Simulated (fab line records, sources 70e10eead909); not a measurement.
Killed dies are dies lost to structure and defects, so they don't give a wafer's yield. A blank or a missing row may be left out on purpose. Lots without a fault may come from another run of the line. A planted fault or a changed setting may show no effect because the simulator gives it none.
A struck lot beside a sound one | flow nand_harc | 15 steps out of a route of 1302
Sound: wafers L416.3, L416.4, L416.5. Struck: wafers L422.2, L422.3, L422.6. The cause comes at the end.
At each step with rows: each side's tool, then ch and its chambers, then its first start. Under that, the readings that differ: sound wafers | struck wafers | difference of the means | sigmas: that difference in standard deviations of wafers without a fault.
alike: readings whose means differ by less than 2 such deviations, and words and numbers that are the same on both sides. not compared: withheld readings, readings that some wafer has no value for, bounds like >300 that may hide the same value, and numbers for which the record gives no deviation and whose values overlap.
The two part at a step that has a row with sigmas, a row that says differs or no value, or rows on one side only. Numbers that don't overlap but have no deviation are shown without sigmas and don't part them. A reading that every wafer of one side lacks parts them only if that side has two wafers or more.

first, 8 steps without rows for these wafers: NHARC_P_BONDPAD_HMDS_02 (time 30 s); NHARC_P_BONDPAD_COAT_36 (time 65 s); NHARC_P_BONDPAD_COAT_03 (resist thk 600 nm); NHARC_P_BONDPAD_SOFTBAKE_04 (time 70 s); NHARC_P_BONDPAD_EBR_05; NHARC_P_BONDPAD_EXPOSE_06 (exposes mask P BPAD); NHARC_P_BONDPAD_PEB_07 (peb time 80 s); NHARC_P_BONDPAD_DEVELOP_08 (time 50 s).
NHARC_P_BONDPAD_CD_MEAS_09: target cd 500 nm.
  sound on cd_sem-03 ch 0, day 8 09:11; struck on cd_sem-01 ch 0, day 10 22:45
  alike: cd_nm
NHARC_P_BONDPAD_OVL_MEAS_38:
  sound on overlay-02, day 8 09:16; struck on overlay-01, day 10 22:51
  alike: overlay_x_nm, overlay_y_nm
then, 1 step without rows for these wafers: NHARC_P_BONDPAD_HARDBAKE_10 (time 65 s).
NHARC_P_BONDPAD_DESCUM_11: chemistry O2, time 3 s.
  sound on rie_diel-01 ch 1,2,3, day 8 09:24; struck on rie_diel-12 ch 1,2,3, day 10 22:59
  reading               | sound             | struck            | difference | sigmas
  oes_product_au (a.u.) | 0.977 0.996 0.981 | 1.018 1.019 0.994 | +0.026     | +2
  alike: drypump_motor_current_A, rf_vpp_V, showerhead_plenum_p_Torr, throttle_valve_pct
  not compared: rf_hours_counter_h
NHARC_P_BONDPAD_ETCH_37: etches the open film in N2/H2, target depth 60 nm, overetch 18 nm, time 65.91 s.
  sound on rie_diel-01 ch 1,2, day 8 09:29; struck on rie_diel-12 ch 1,2,3, day 10 23:04
  no value came back on the struck wafers for any of 7 readings (bias_w (W), chamber_pressure_mTorr (mTorr) and others); on the sound wafers bias_w (W) reads 150.2 150.2 150.1
  not compared: rf_hours_counter_h
NHARC_P_BONDPAD_ETCH_12: etches the open film in CHF3/O2, target depth 200 nm, time 100 s.
  sound on rie_diel-01 ch 0,1,2; struck on rie_diel-12 ch 0,1, day 10 23:09
  alike: bias_w, chamber_pressure_mTorr, drypump_motor_current_A, oes_product_au, rf_vpp_V, showerhead_plenum_p_Torr, throttle_valve_pct
  not compared: rf_hours_counter_h
-- the record jumps here: 18 days lie between the struck wafers' starts before and after (it left off in module P_BONDPAD and takes up again in module END, whose first step shown is number 1302 of the route) --
NHARC_END_SORT_01:
  sound on prober-01 ch 0, day 25 19:23; struck on prober-02 ch 0, day 28 19:19
  reading                  | sound          | struck      | difference | sigmas
  defect_limited_yield (%) | 90.4 92.2 91.7 | 0 0 0       | -91        | -33
  killed_at_periphery      | 2 3 4          | 594 591 594 | +590       | +99 or more
  killed_dies              | 65 53 56       | 677 677 677 | +619       | +33
  alike: killed_at_array, killed_at_other, killed_open, killed_short

WHERE THEY PART
First at NHARC_P_BONDPAD_DESCUM_11; last, within this record, at NHARC_END_SORT_01.

WHY: what the simulator had put in
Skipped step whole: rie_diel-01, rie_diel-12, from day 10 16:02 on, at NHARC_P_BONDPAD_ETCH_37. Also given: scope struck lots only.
